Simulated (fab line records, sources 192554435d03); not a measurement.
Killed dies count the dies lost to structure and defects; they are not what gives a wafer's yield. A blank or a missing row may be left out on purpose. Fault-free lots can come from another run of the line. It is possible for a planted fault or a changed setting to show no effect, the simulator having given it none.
Split-lot experiment || flow n5Finfet || route with 1938 steps; 7 lots, 21 wafers read

## THE SPLIT ITSELF
At N5_BEOL_M5_TRENCH_ETCH_37 (etches SiCOH lowk in C4F6/O2, target depth 71.652 nm, time 24.7 s), the setting sourceW was moved away from the recipe's 345 W on 6 of the 21 wafers read, by -7.8% to +16.8%. The other wafers ran this setting at the recipe's value.

Reading taken at the split's own step.

## THE READING
rfVppV, in V, at N5_BEOL_M5_TRENCH_ETCH_37 (etches SiCOH lowk in C4F6/O2, target depth 71.652 nm, time 24.7 s). On this fab line, fault-free wafers typically give 672 V with a standard deviation of 15 V.

{"wafer": "L075.1", "tool, chamber at the split": "rieDiel-04, 1", "sourceW as run, W": 345, "against the recipe": "recipe", "rfVppV, V": 682, "against lot-mates on the recipe": "-"}
{"wafer": "L075.5", "tool, chamber at the split": "rieDiel-04, 3", "sourceW as run, W": 345, "against the recipe": "recipe", "rfVppV, V": 679, "against lot-mates on the recipe": "-"}
{"wafer": "L075.6", "tool, chamber at the split": "rieDiel-04, 2", "sourceW as run, W": 345, "against the recipe": "recipe", "rfVppV, V": 701, "against lot-mates on the recipe": "-"}
{"wafer": "L076.1", "tool, chamber at the split": "rieDiel-01, 0", "sourceW as run, W": 345, "against the recipe": "recipe", "rfVppV, V": 656, "against lot-mates on the recipe": "-"}
{"wafer": "L076.3", "tool, chamber at the split": "rieDiel-01, 3", "sourceW as run, W": 345, "against the recipe": "recipe", "rfVppV, V": 673, "against lot-mates on the recipe": "-"}
{"wafer": "L076.6", "tool, chamber at the split": "rieDiel-01, 3", "sourceW as run, W": 345, "against the recipe": "recipe", "rfVppV, V": 675, "against lot-mates on the recipe": "-"}
{"wafer": "L078.4", "tool, chamber at the split": "rieDiel-01, 2", "sourceW as run, W": 345, "against the recipe": "recipe", "rfVppV, V": 663, "against lot-mates on the recipe": "-"}
{"wafer": "L078.5", "tool, chamber at the split": "rieDiel-01, 1", "sourceW as run, W": 345, "against the recipe": "recipe", "rfVppV, V": 648, "against lot-mates on the recipe": "-"}
{"wafer": "L078.6", "tool, chamber at the split": "rieDiel-01, 0", "sourceW as run, W": 376.2, "against the recipe": "+9.0%", "rfVppV, V": 627, "against lot-mates on the recipe": -28}
{"wafer": "L081.2", "tool, chamber at the split": "rieDiel-03, 0", "sourceW as run, W": 345, "against the recipe": "recipe", "rfVppV, V": 671, "against lot-mates on the recipe": "-"}
{"wafer": "L081.4", "tool, chamber at the split": "rieDiel-03, 2", "sourceW as run, W": 345, "against the recipe": "recipe", "rfVppV, V": 681, "against lot-mates on the recipe": "-"}
{"wafer": "L081.5", "tool, chamber at the split": "rieDiel-03, 2", "sourceW as run, W": 345, "against the recipe": "recipe", "rfVppV, V": 681, "against lot-mates on the recipe": "-"}
{"wafer": "L085.1", "tool, chamber at the split": "rieDiel-04, 1", "sourceW as run, W": 345, "against the recipe": "recipe", "rfVppV, V": 683, "against lot-mates on the recipe": "-"}
{"wafer": "L085.3", "tool, chamber at the split": "rieDiel-04, 2", "sourceW as run, W": 345, "against the recipe": "recipe", "rfVppV, V": 701, "against lot-mates on the recipe": "-"}
{"wafer": "L085.5", "tool, chamber at the split": "rieDiel-04, 1", "sourceW as run, W": 403, "against the recipe": "+16.8%", "rfVppV, V": 630, "against lot-mates on the recipe": -62}
{"wafer": "L090.1", "tool, chamber at the split": "rieDiel-01, 2", "sourceW as run, W": 380.9, "against the recipe": "+10.4%", "rfVppV, V": 629, "against lot-mates on the recipe": -46}
{"wafer": "L090.4", "tool, chamber at the split": "rieDiel-01, 3", "sourceW as run, W": 380.9, "against the recipe": "+10.4%", "rfVppV, V": 639, "against lot-mates on the recipe": -36}
{"wafer": "L090.5", "tool, chamber at the split": "rieDiel-01, 3", "sourceW as run, W": 345, "against the recipe": "recipe", "rfVppV, V": 675, "against lot-mates on the recipe": "-"}
{"wafer": "L095.1", "tool, chamber at the split": "rieDiel-03, 0", "sourceW as run, W": 345, "against the recipe": "recipe", "rfVppV, V": 671, "against lot-mates on the recipe": "-"}
{"wafer": "L095.2", "tool, chamber at the split": "rieDiel-03, 3", "sourceW as run, W": 318.2, "against the recipe": "-7.8%", "rfVppV, V": 713, "against lot-mates on the recipe": "+42"}
{"wafer": "L095.3", "tool, chamber at the split": "rieDiel-03, 2", "sourceW as run, W": 318.2, "against the recipe": "-7.8%", "rfVppV, V": 721, "against lot-mates on the recipe": "+50"}

FIT RESULTS
A straight line over all 21 wafers: rfVppV changes by -3.94 V for each +1% of sourceW; r = -0.86; the points scatter about the line by 14 V.
The same after taking each lot's own level away (the mean of its wafers on the recipe; 21 wafers): -4.19 V for each +1%; r = -0.95; scatter 8.4 V.
On that fit, the largest move of sourceW shifts the reading by 70 V.
The lots' own levels span 655.5 to 692.0 V, that is 2.4 times the standard deviation above.
The two slopes are in agreement: the lot-to-lot level therefore moves the slope only a little.
Check: -72.3 V against its lot-mates is what the line predicts for one of the wafers moved furthest among these (+16.8%) when that wafer is left out of the fit. Against them it came out at -62 V.
Tool readings at the split's step, against how far the setting was moved: rfVppV r = -0.86.

## FURTHER SPLITS ON THESE WAFERS
Note: prior to the reading, these wafers also went through further splits. Each is held against what the fit with the lots' levels taken away leaves over:
{"other split on the same wafers": "N5_BEOL_M4_TRENCH_ETCH_37 timeS", "wafers away from the commonest value": 3, "r with rfVppV (lot level and that fit taken away)": -0.04}
{"other split on the same wafers": "N5_BEOL_M5_VIA_ETCH_34 sourceW", "wafers away from the commonest value": 8, "r with rfVppV (lot level and that fit taken away)": -0.15}

## THE FILE'S OWN FIT
rfVppV changes by -3.9 V for each +1% of sourceW, r = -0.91.
